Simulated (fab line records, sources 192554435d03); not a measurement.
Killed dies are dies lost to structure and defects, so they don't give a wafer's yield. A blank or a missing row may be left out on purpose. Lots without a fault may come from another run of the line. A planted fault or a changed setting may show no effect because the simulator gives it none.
Which tool did it? | flow n5_finfet | 10 lots, 30 wafers sampled, at 5 steps of a route of 1938

WHAT THE GAUGES READ, wafer by wafer
N5_FIN_SAQP_THK_MEAS_07.
lot  | measured    | on            | thk_nm (nm)
L243 | day 1 21:23 | film_metro-02 | 59.4 59.6 60.2
L246 | day 2 14:58 | film_metro-02 | 60.3 61.1 61.1
L247 | day 2 21:19 | film_metro-02 | 59.6 59.4 59.8
L248 | day 3 03:08 | film_metro-02 | 60.6 60.3 61.2
L250 | day 3 15:47 | film_metro-01 | 58.3 58.9 58.9
L258 | day 5 16:16 | film_metro-01 | 59.2 60.6 52.9
L262 | day 6 15:11 | film_metro-01 | 58.6 59.4 60.4
L263 | day 6 22:05 | film_metro-01 | 59.1 60.5 59.8
L265 | day 7 10:07 | film_metro-02 | 60.0 60.3 59.7
L266 | day 7 19:14 | film_metro-01 | 60.0 58.8 60.6

WHICH TOOL RAN EACH LOT (tool, then ch and the chambers of the sampled wafers, then the start)
lot  | N5_WELL_APT_DESCUM_30             | N5_PMOS_HMC_CHANNEL_EPI_FIN_RECESS_16 | N5_FIN_SAQP_PECVD_47           | N5_FIN_SAQP_PECVD_06
L243 | rie_diel-01 ch 0,1,3, day 1 15:12 | rie_si-06 ch 0,2, day 1 17:41         | pecvd-01 ch 0,1, day 1 21:08   | pecvd-01 ch 0,1, day 1 21:16
L246 | rie_diel-03 ch 0,2,3, day 2 08:58 | rie_si-02 ch 0,2,3, day 2 11:40       | pecvd-04 ch 0,1,2, day 2 14:47 | pecvd-04 ch 0,1,2, day 2 14:52
L247 | rie_diel-04 ch 1,3, day 2 14:53   | rie_si-01 ch 0,2,3, day 2 17:57       | pecvd-01 ch 0,1, day 2 21:05   | pecvd-01 ch 0,1, day 2 21:12
L248 | rie_diel-01 ch 0,2,3, day 2 21:04 | rie_si-06 ch 0,1,3, day 3 00:00       | pecvd-01 ch 0,1,2, day 3 02:59 | pecvd-01 ch 0,1,2, day 3 03:04
L250 | rie_diel-04 ch 1,2, day 3 09:19   | rie_si-01 ch 1,3, day 3 12:28         | pecvd-03 ch 0,1,2, day 3 15:37 | pecvd-03 ch 0,1,2, day 3 15:42
L258 | rie_diel-04 ch 0,2, day 5 09:24   | rie_si-02 ch 0,1,3, day 5 12:38       | pecvd-04 ch 0,1, day 5 16:06   | pecvd-04 ch 0,1, day 5 16:11
L262 | rie_diel-03 ch 1,3, day 6 09:08   | rie_si-01 ch 0,2,3, day 6 11:49       | pecvd-01 ch 1,2, day 6 14:59   | pecvd-01 ch 1,2, day 6 15:04
L263 | rie_diel-03 ch 0,1,2, day 6 14:59 | rie_si-02 ch 1,3, day 6 17:47         | pecvd-03 ch 0,2, day 6 21:55   | pecvd-03 ch 0,2, day 6 22:00
L265 | rie_diel-01 ch 0,3, day 7 02:52   | rie_si-02 ch 0,3, day 7 06:43         | pecvd-01 ch 0,1, day 7 09:57   | pecvd-01 ch 0,1, day 7 10:02
L266 | rie_diel-01 ch 1,2,3, day 7 13:13 | rie_si-06 ch 1,2,3, day 7 16:02       | pecvd-01 ch 0,1,2, day 7 19:04 | pecvd-01 ch 0,1,2, day 7 19:08
- N5_WELL_APT_DESCUM_30: chemistry O2, time 7.9 s.
- N5_PMOS_HMC_CHANNEL_EPI_FIN_RECESS_16: chemistry HBr/Cl2, target Si, target depth 54 nm, time 18 s.
- N5_FIN_SAQP_PECVD_47: deposits a-Si from SiH4/He, target thk 45 nm, time 36.3 s.
- N5_FIN_SAQP_PECVD_06: deposits a-Si from SiH4/He, target thk 60 nm, time 48.1 s.

THE ANSWER, worked out from the rows above alone
Rule: what is usual is taken from the lots themselves. Put in order of their means at a reading, lots are off if they are a third of the lots or fewer, leave a main group of 4 or more, and stand apart from it by a gap of 3 or more times the standard deviation of the main group's means; of several such gaps the widest counts. A main group whose means are all the same, to the digits that the tables above print for the reading, isn't used. A lot without any number at a reading at which 4 lots or more have one is off too. The other lots that the step has rows for count as sound.
No lot is off at any reading shown: from this, nothing can be told.

WHAT THE SIMULATOR HAD PUT IN
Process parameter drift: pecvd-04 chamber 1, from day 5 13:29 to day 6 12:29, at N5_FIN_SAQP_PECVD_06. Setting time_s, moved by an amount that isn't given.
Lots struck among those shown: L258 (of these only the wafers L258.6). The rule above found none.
